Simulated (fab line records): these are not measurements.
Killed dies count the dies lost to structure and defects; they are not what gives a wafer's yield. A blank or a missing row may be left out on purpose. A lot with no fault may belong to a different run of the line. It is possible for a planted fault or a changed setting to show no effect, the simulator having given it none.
Chamber matching / flow nandHarc / NHARC_A_CONTACT_CMP_20 on cmp-04: 4 sister chambers
The step polishes, t overpolish 30 s, target thk 300 nm. 18 wafers are shown with their chamber, then 9 later ones without.

## WAFERS PAIRED WITH THEIR CHAMBERS
wafer=L074.2; chamber=1; motorCurrentA (A)=9.5; overpolishRunS (s)=29.995; timeToEndpointS (s)=58
wafer=L074.3; chamber=3; motorCurrentA (A)=11.5; overpolishRunS (s)=29.992; timeToEndpointS (s)=60
wafer=L074.4; chamber=2; motorCurrentA (A)=11.8; overpolishRunS (s)=29.994; timeToEndpointS (s)=61
wafer=L078.1; chamber=2; motorCurrentA (A)=10.8; overpolishRunS (s)=30.001; timeToEndpointS (s)=65
wafer=L078.4; chamber=1; motorCurrentA (A)=10.0; overpolishRunS (s)=29.988; timeToEndpointS (s)=67
wafer=L078.5; chamber=2; motorCurrentA (A)=11.7; overpolishRunS (s)=29.995; timeToEndpointS (s)=64
wafer=L080.3; chamber=3; motorCurrentA (A)=11.4; overpolishRunS (s)=29.997; timeToEndpointS (s)=62
wafer=L080.4; chamber=0; motorCurrentA (A)=10.4; overpolishRunS (s)=29.999; timeToEndpointS (s)=64
wafer=L080.5; chamber=1; motorCurrentA (A)=9.7; overpolishRunS (s)=30.005; timeToEndpointS (s)=66
wafer=L083.3; chamber=1; motorCurrentA (A)=9.2; overpolishRunS (s)=29.983; timeToEndpointS (s)=60
wafer=L083.4; chamber=0; motorCurrentA (A)=10.5; overpolishRunS (s)=29.998; timeToEndpointS (s)=56
wafer=L083.6; chamber=0; motorCurrentA (A)=9.8; overpolishRunS (s)=29.984; timeToEndpointS (s)=60
wafer=L085.3; chamber=1; motorCurrentA (A)=9.9; overpolishRunS (s)=30.004; timeToEndpointS (s)=56
wafer=L085.5; chamber=2; motorCurrentA (A)=11.2; overpolishRunS (s)=30.001; timeToEndpointS (s)=53
wafer=L085.6; chamber=3; motorCurrentA (A)=11.6; overpolishRunS (s)=30.001; timeToEndpointS (s)=55
wafer=L086.2; chamber=3; motorCurrentA (A)=10.9; overpolishRunS (s)=30.015; timeToEndpointS (s)=55
wafer=L086.4; chamber=0; motorCurrentA (A)=10.1; overpolishRunS (s)=30.005; timeToEndpointS (s)=58
wafer=L086.6; chamber=1; motorCurrentA (A)=9.7; overpolishRunS (s)=29.990; timeToEndpointS (s)=59

SIGNATURES (means of the wafers above)
reading=motorCurrentA; chamber 0=10.200; chamber 1=9.667; chamber 2=11.375; chamber 3=11.350; scatter within a chamber=0.343
reading=overpolishRunS; chamber 0=29.99650; chamber 1=29.99417; chamber 2=29.99775; chamber 3=30.00125; scatter within a chamber=0.00831
reading=timeToEndpointS; chamber 0=59.50; chamber 1=61.00; chamber 2=60.75; chamber 3=58.00; scatter within a chamber=4.32
Rule: a wafer lies at a distance from a chamber equal to the root of the sum of squares, over the readings, of (its reading less the chamber's mean, divided by the reading's scatter). If the next closest chamber is less than 2 further off than the closest, the wafer can't be placed; otherwise it belongs to the closest. The scatter: take each reading less its chamber's mean, square it, sum over the shown wafers, divide by the number of wafers less the number of chambers, and take the root.

## WAFERS WITH NO CHAMBER GIVEN
wafer=L092.2; motorCurrentA (A)=9.5; overpolishRunS (s)=30.006; timeToEndpointS (s)=62
wafer=L092.4; motorCurrentA (A)=10.9; overpolishRunS (s)=30.000; timeToEndpointS (s)=64
wafer=L092.5; motorCurrentA (A)=9.6; overpolishRunS (s)=30.003; timeToEndpointS (s)=63
wafer=L093.1; motorCurrentA (A)=11.2; overpolishRunS (s)=30.001; timeToEndpointS (s)=63
wafer=L093.2; motorCurrentA (A)=11.3; overpolishRunS (s)=29.995; timeToEndpointS (s)=65
wafer=L093.4; motorCurrentA (A)=10.0; overpolishRunS (s)=29.984; timeToEndpointS (s)=62
wafer=L095.2; motorCurrentA (A)=11.5; overpolishRunS (s)=30.001; timeToEndpointS (s)=62
wafer=L095.4; motorCurrentA (A)=9.4; overpolishRunS (s)=30.006; timeToEndpointS (s)=64
wafer=L095.5; motorCurrentA (A)=11.1; overpolishRunS (s)=29.994; timeToEndpointS (s)=64

## WHICH CHAMBER EACH ONE RAN IN
wafer=L092.2; from the rows above=can't be placed: 1 or 0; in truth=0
wafer=L092.4; from the rows above=can't be placed: 2 or 3 or 0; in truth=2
wafer=L092.5; from the rows above=can't be placed: 1 or 0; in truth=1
wafer=L093.1; from the rows above=can't be placed: 2 or 3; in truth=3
wafer=L093.2; from the rows above=can't be placed: 2 or 3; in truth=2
wafer=L093.4; from the rows above=can't be placed: 1 or 0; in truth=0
wafer=L095.2; from the rows above=can't be placed: 2 or 3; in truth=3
wafer=L095.4; from the rows above=can't be placed: 1 or 0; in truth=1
wafer=L095.5; from the rows above=can't be placed: 2 or 3 or 0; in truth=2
Correct placement for 0 of the 9. Can't be placed from these rows: 9 (the true chamber is among the candidates in 9). Number placed wrongly: 0.
